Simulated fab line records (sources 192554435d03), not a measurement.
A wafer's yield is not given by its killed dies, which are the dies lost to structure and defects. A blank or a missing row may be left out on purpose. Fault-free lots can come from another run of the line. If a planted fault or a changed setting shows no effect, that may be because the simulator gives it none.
Chamber matching || flow n5 finfet || N5_FIN_SAQP_HM_OPEN_33 on rie diel-01 has 4 sister chambers
The step chemistry CH3F/O2, target SiNx, target depth 49.4 nm, time 70.6 s. 4 wafers are shown with their chamber, then 11 later ones without.

WAFERS, EACH WITH ITS CHAMBER
{"wafer": "L080.1", "chamber": 3, "showerhead plenum p Torr (Torr)": 2.001}
{"wafer": "L083.2", "chamber": 2, "showerhead plenum p Torr (Torr)": 1.976}
{"wafer": "L083.6", "chamber": 0, "showerhead plenum p Torr (Torr)": 1.965}
{"wafer": "L084.1", "chamber": 1, "showerhead plenum p Torr (Torr)": 1.972}

WAFERS WHOSE CHAMBER IS MISSING
{"wafer": "L084.3", "showerhead plenum p Torr (Torr)": 1.965}
{"wafer": "L084.6", "showerhead plenum p Torr (Torr)": 1.972}
{"wafer": "L085.1", "showerhead plenum p Torr (Torr)": 1.997}
{"wafer": "L085.2", "showerhead plenum p Torr (Torr)": 1.975}
{"wafer": "L085.3", "showerhead plenum p Torr (Torr)": 1.965}
{"wafer": "L090.1", "showerhead plenum p Torr (Torr)": 1.994}
{"wafer": "L090.2", "showerhead plenum p Torr (Torr)": 1.971}
{"wafer": "L090.6", "showerhead plenum p Torr (Torr)": 1.994}
{"wafer": "L092.3", "showerhead plenum p Torr (Torr)": 1.959}
{"wafer": "L092.4", "showerhead plenum p Torr (Torr)": 1.959}
{"wafer": "L092.6", "showerhead plenum p Torr (Torr)": 1.992}

CHAMBER TAKEN BY EACH
{"wafer": "L084.3", "from the rows above": "can't be placed: 0 or 1", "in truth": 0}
{"wafer": "L084.6", "from the rows above": "can't be placed: 1 or 2 or 0", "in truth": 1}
{"wafer": "L085.1", "from the rows above": 3, "in truth": 3}
{"wafer": "L085.2", "from the rows above": "can't be placed: 2 or 1 or 0", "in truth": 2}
{"wafer": "L085.3", "from the rows above": "can't be placed: 0 or 1", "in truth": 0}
{"wafer": "L090.1", "from the rows above": 3, "in truth": 3}
{"wafer": "L090.2", "from the rows above": "can't be placed: 1 or 2 or 0", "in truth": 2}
{"wafer": "L090.6", "from the rows above": 3, "in truth": 3}
{"wafer": "L092.3", "from the rows above": "can't be placed: 0 or 1", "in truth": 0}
{"wafer": "L092.4", "from the rows above": "can't be placed: 0 or 1", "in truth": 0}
{"wafer": "L092.6", "from the rows above": "can't be placed: 3 or 2", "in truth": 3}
Placed correctly: 3 of 11. From these rows, 8 cannot be placed; in 8 the true chamber is one of the candidates. Placed wrongly: 0.
How it was worked out, from the rows above alone: a wafer's distance from a chamber is the root of the sum, over the readings, of the square of ((its reading less the chamber's mean) divided by the reading's scatter). The wafer belongs to the nearest chamber; if the next one is less than 2 further off, it can't be placed. The mean given for a chamber averages the wafers shown for that chamber. The scatter: with one shown wafer a chamber, the root of the mean of the squares of how far each hidden wafer lies from its nearest shown one.
